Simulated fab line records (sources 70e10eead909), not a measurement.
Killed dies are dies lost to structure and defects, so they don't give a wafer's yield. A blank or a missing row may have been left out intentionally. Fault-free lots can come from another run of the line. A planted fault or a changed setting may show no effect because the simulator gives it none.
Matching of chambers    flow nand_harc    rie_diel-02 running NHARC_A_STAIRCASE_TRIM_220: 4 sister chambers
The step chemistry O2, time 211.2 s. 20 wafers are shown with their chamber, then 10 later ones without.

## WAFERS PAIRED WITH THEIR CHAMBERS
wafer   chamber  showerhead_plenum_p_Torr (Torr)  drypump_motor_current_A (A)  oes_product_au (a.u.)
L076.1  0        3.75                             5.7                          0.999
L076.3  1        3.54                             6.1                          1.013
L076.4  3        3.78                             6.6                          1.007
L077.1  1        3.53                             6.2                          0.997
L077.2  0        3.74                             5.8                          1.003
L077.6  0        3.74                             5.8                          1.011
L082.1  2        3.41                             6.0                          0.999
L082.4  1        3.53                             6.2                          1.006
L082.5  0        3.74                             5.8                          1.000
L089.1  0        3.72                             5.7                          0.993
L089.2  2        3.40                             6.1                          0.984
L089.4  1        3.51                             6.1                          0.997
L089.3  3        3.76                             6.5                          1.004
L089.5  1        3.51                             6.1                          0.998
L089.6  2        3.40                             6.1                          0.978
L090.1  3        3.76                             6.6                          1.000
L090.2  2        3.40                             6.1                          0.986
L090.4  0        3.72                             5.8                          0.997
L093.1  0        3.71                             5.7                          0.997
L093.4  2        3.39                             6.0                          0.988

SIGNATURES (means of the wafers above)
reading                   chamber 0  chamber 1  chamber 2  chamber 3  scatter within a chamber
showerhead_plenum_p_Torr  3.7314     3.5240     3.4000     3.7667     0.0124
drypump_motor_current_A   5.757      6.140      6.060      6.567      0.0547
oes_product_au            1.00000    1.00220    0.98700    1.00367    0.00643
Rule: a wafer's distance from a chamber is the root of the sum, over the readings, of the square of ((its reading less the chamber's mean) divided by the reading's scatter). The wafer belongs to the nearest chamber; if the next one is less than 2 further off, it can't be placed. The scatter is the square root of a quotient: the sum, over the shown wafers, of each reading's squared deviation from its chamber's mean, divided by wafers minus chambers.

## WAFERS WHOSE CHAMBER IS MISSING
wafer   showerhead_plenum_p_Torr (Torr)  drypump_motor_current_A (A)  oes_product_au (a.u.)
L093.5  3.39                             6.1                          0.989
L095.2  3.75                             6.6                          1.017
L095.4  3.71                             5.8                          0.998
L095.6  3.75                             6.6                          1.008
L095.1  3.39                             6.1                          1.002
L095.3  3.50                             6.2                          1.006
L095.5  3.71                             5.8                          1.000
L096.1  3.71                             5.8                          1.001
L096.4  3.50                             6.2                          1.015
L096.6  3.71                             5.8                          1.009

## THE CHAMBER EACH PASSED THROUGH
wafer   from the rows above  in truth
L093.5  2                    2
L095.2  3                    3
L095.4  0                    0
L095.6  3                    3
L095.1  2                    2
L095.3  1                    1
L095.5  0                    0
L096.1  0                    0
L096.4  1                    1
L096.6  0                    0
Placed correctly: 10 of 10. Not placeable from these rows: 0. Wrongly placed: 0.
